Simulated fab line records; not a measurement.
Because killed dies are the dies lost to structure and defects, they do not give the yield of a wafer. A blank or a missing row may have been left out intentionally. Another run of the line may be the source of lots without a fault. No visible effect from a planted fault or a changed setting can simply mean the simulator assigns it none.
Chamber matching / flow n5 finfet / N5_BEOL_M10_CURE_71 on uv cure-02: 3 sister chambers
The step cures SiCOH lowk, time 240 s. 22 wafers are shown with their chamber, then 11 later ones without.

== WAFERS WITH THEIR CHAMBER ==
wafer=L074.2; chamber=0; wafer_temp_C_max=386.9; lamp power pct (%)=52.35
wafer=L074.5; chamber=0; wafer_temp_C_max=387.2; lamp power pct (%)=52.19
wafer=L074.6; chamber=0; wafer_temp_C_max=386.9; lamp power pct (%)=52.34
wafer=L075.2; chamber=0; wafer_temp_C_max=387.6; lamp power pct (%)=52.29
wafer=L075.4; chamber=0; wafer_temp_C_max=386.8; lamp power pct (%)=52.38
wafer=L075.5; chamber=0; wafer_temp_C_max=387.0; lamp power pct (%)=52.34
wafer=L077.2; chamber=1; wafer_temp_C_max=387.4; lamp power pct (%)=52.42
wafer=L077.3; chamber=1; wafer_temp_C_max=387.6; lamp power pct (%)=52.33
wafer=L077.6; chamber=1; wafer_temp_C_max=386.9; lamp power pct (%)=52.26
wafer=L080.1; chamber=2; wafer_temp_C_max=387.6; lamp power pct (%)=52.31
wafer=L080.3; chamber=2; wafer_temp_C_max=387.9; lamp power pct (%)=52.36
wafer=L080.6; chamber=2; wafer_temp_C_max=386.9; lamp power pct (%)=52.39
wafer=L082.3; chamber=2; wafer_temp_C_max=388.2; lamp power pct (%)=52.30
wafer=L082.5; chamber=2; wafer_temp_C_max=387.4; lamp power pct (%)=52.28
wafer=L082.6; chamber=2; wafer_temp_C_max=387.0; lamp power pct (%)=52.22
wafer=L085.4; chamber=0; wafer_temp_C_max=387.0; lamp power pct (%)=52.40
wafer=L085.5; chamber=0; wafer_temp_C_max=387.4; lamp power pct (%)=52.36
wafer=L085.6; chamber=0; wafer_temp_C_max=386.8; lamp power pct (%)=52.28
wafer=L086.2; chamber=0; wafer_temp_C_max=386.9; lamp power pct (%)=52.38
wafer=L086.5; chamber=0; wafer_temp_C_max=387.1; lamp power pct (%)=52.31
wafer=L086.6; chamber=0; wafer_temp_C_max=387.4; lamp power pct (%)=52.28
wafer=L084.1; chamber=1; wafer_temp_C_max=387.4; lamp power pct (%)=52.23

SIGNATURES, as means of the wafers listed above
reading=wafer_temp_C_max; chamber 0=387.083; chamber 1=387.325; chamber 2=387.500; scatter within a chamber=0.348
reading=lamp power pct; chamber 0=52.3250; chamber 1=52.3100; chamber 2=52.3100; scatter within a chamber=0.0637
Rule: a wafer lies at a distance from a chamber equal to the root of the sum of squares, over the readings, of (its reading less the chamber's mean, divided by the reading's scatter). The wafer belongs to the nearest chamber; if the next one is less than 2 further off, it can't be placed. The scatter is the square root of a quotient: the sum, over the shown wafers, of each reading's squared deviation from its chamber's mean, divided by wafers minus chambers.

== WAFERS WITH NO CHAMBER GIVEN ==
wafer=L084.4; wafer_temp_C_max=388.3; lamp power pct (%)=52.36
wafer=L084.5; wafer_temp_C_max=387.5; lamp power pct (%)=52.35
wafer=L088.2; wafer_temp_C_max=386.6; lamp power pct (%)=52.29
wafer=L088.3; wafer_temp_C_max=386.7; lamp power pct (%)=52.21
wafer=L088.4; wafer_temp_C_max=387.0; lamp power pct (%)=52.30
wafer=L092.1; wafer_temp_C_max=387.3; lamp power pct (%)=52.41
wafer=L092.3; wafer_temp_C_max=386.3; lamp power pct (%)=52.29
wafer=L092.5; wafer_temp_C_max=386.8; lamp power pct (%)=52.38
wafer=L096.2; wafer_temp_C_max=387.4; lamp power pct (%)=52.34
wafer=L096.3; wafer_temp_C_max=387.1; lamp power pct (%)=52.33
wafer=L096.6; wafer_temp_C_max=387.3; lamp power pct (%)=52.21

== EACH ONE'S CHAMBER ==
wafer=L084.4; from the rows above=can't be placed: 2 or 1 or 0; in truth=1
wafer=L084.5; from the rows above=can't be placed: 2 or 1 or 0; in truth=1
wafer=L088.2; from the rows above=can't be placed: 0 or 1 or 2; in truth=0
wafer=L088.3; from the rows above=can't be placed: 0 or 1 or 2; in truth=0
wafer=L088.4; from the rows above=can't be placed: 0 or 1 or 2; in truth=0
wafer=L092.1; from the rows above=can't be placed: 0 or 1 or 2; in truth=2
wafer=L092.3; from the rows above=can't be placed: 0 or 1 or 2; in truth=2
wafer=L092.5; from the rows above=can't be placed: 0 or 1 or 2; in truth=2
wafer=L096.2; from the rows above=can't be placed: 1 or 2 or 0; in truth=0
wafer=L096.3; from the rows above=can't be placed: 0 or 1 or 2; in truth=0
wafer=L096.6; from the rows above=can't be placed: 1 or 2 or 0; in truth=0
Correct placement for 0 of the 11. Can't be placed from these rows: 11 (the true chamber is among the candidates in 11). Placed wrongly: 0.
